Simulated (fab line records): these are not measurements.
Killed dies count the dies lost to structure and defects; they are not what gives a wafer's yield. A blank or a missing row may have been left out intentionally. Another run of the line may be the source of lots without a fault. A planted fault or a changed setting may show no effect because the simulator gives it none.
A lot that was struck, set against a sound lot | flow nand-harc | 17 out of 1159 route steps
Sound: wafers L556.1, L556.2, L556.3. Struck: wafers L562.3, L562.6. (L562.5 of the same lot was not struck and is left out.) The cause comes at the end.
Order at every step that has rows: each side's tool, ch and its chambers, its first start. Under that, the readings that differ: sound wafers | struck wafers | difference of the means | sigmas: that difference in standard deviations of wafers without a fault.
alike: readings whose means differ by less than 2 such deviations, and words and numbers that are the same on both sides. not compared: withheld readings, readings that some wafer has no value for, bounds like >300 that may hide the same value, and numbers for which the record gives no deviation and whose values overlap.
The two part at a step that has a row with sigmas, a row that says differs or no value, or rows on one side only. When numbers do not overlap yet have no deviation, they are printed without sigmas and do not part them. A reading that every wafer of one side lacks parts them only if that side has two wafers or more.

NHARC_THIN_TSV_DEP_43: deposits SiO2, target thk 1328.5 nm.
  sound on pecvd-03 ch 0,1,2, day 19 04:21; struck on pecvd-04 ch 2, day 20 16:05
  alike: throttle-valve-pct
then, 8 steps without rows for these wafers: NHARC_THIN_TSV_DEHYDRATE_04 (time 120 s); NHARC_THIN_TSV_HMDS_05 (time 30 s); NHARC_THIN_TSV_COAT_06; NHARC_THIN_TSV_SOFTBAKE_07 (time 95 s); NHARC_THIN_TSV_EBR_08; NHARC_THIN_TSV_EXPOSE_09 (exposes mask TSV); NHARC_THIN_TSV_PEB_10 (peb time 85 s); NHARC_THIN_TSV_DEVELOP_11 (time 70 s).
NHARC_THIN_TSV_CD_MEAS_12: target cd 1000 nm.
  sound on cd-sem-01 ch 0, day 19 05:11; struck on cd-sem-01 ch 0, day 20 16:55
  alike: cd-nm
then, 1 step without rows for these wafers: NHARC_THIN_TSV_HARDBAKE_13 (time 80 s).
NHARC_THIN_TSV_DESCUM_14: chemistry O2, time 3 s.
  sound on rie-diel-03 ch 0,2,3, day 19 05:21; struck on rie-diel-08 ch 2, day 20 17:06
  reading               | sound             | struck      | difference | sigmas
  oes-product-au (a.u.) | 1.018 1.013 1.031 | 0.987 0.975 | -0.040     | -3
  alike: drypump-motor-current-A, rf-vpp-V, showerhead-plenum-p-Torr, throttle-valve-pct
  not compared: rf-hours-counter-h
NHARC_THIN_TSV_ETCH_44: etches the open film in CF4/O2, target depth 1594.2 nm, time 797.1 s.
  sound on rie-diel-03 ch 0,2,3, day 19 05:27; struck on rie-diel-08 ch 0, day 20 17:14
  reading                     | sound             | struck      | difference | sigmas
  drypump-motor-current-A (A) | 4.8 5.7 5.3       | 6.4 6.3     | +1.1       | +2
  oes-product-au (a.u.)       | 1.005 0.999 1.014 | 0.742 0.746 | -0.262     | -26
  rf-fwd-power-W (W)          | 300.1 300.8 299.6 | 181.1 180.1 | -119.6     | -99 or more
  alike: rf-vpp-V, showerhead-plenum-p-Torr, throttle-valve-pct
  not compared: rf-hours-counter-h
NHARC_THIN_TSV_ETCH_15: target depth 3000 nm, bosch target overetch cycles 2, bosch etch step 2.8 s.
  sound on rie-si-02 ch 0,2,3, day 19 06:08; struck on rie-si-03 ch 2,3, day 20 17:45
  alike: drypump-motor-current-A
  not compared: rf-hours-counter-h
NHARC_THIN_TSV_CD_MEAS_16:
  sound: cd-sem-01 at day 19 06:17; struck: cd-sem-01 at day 20 17:54
  reading    | sound              | struck        | difference | sigmas
  cd-nm (nm) | 1001.9 997.6 999.8 | 1006.1 1006.2 | +6.4       | +3
NHARC_THIN_TSV_STRIP_45: strips in O2.
  sound on plasma-asher-02 ch 0,1, day 19 06:21; struck on plasma-asher-02 ch 0, day 20 18:05
  alike: drypump-motor-current-A, heater-power-w
  not compared: rf-hours-counter-h
NHARC_END_SORT_01:
  the record has rows for the struck wafers here (prober-01 ch 0, day 21 11:47) and none for the sound ones

== WHERE THEY PART ==
First at NHARC_THIN_TSV_DESCUM_14; last, within this record, at NHARC_END_SORT_01.

WHY: what the simulator had put in
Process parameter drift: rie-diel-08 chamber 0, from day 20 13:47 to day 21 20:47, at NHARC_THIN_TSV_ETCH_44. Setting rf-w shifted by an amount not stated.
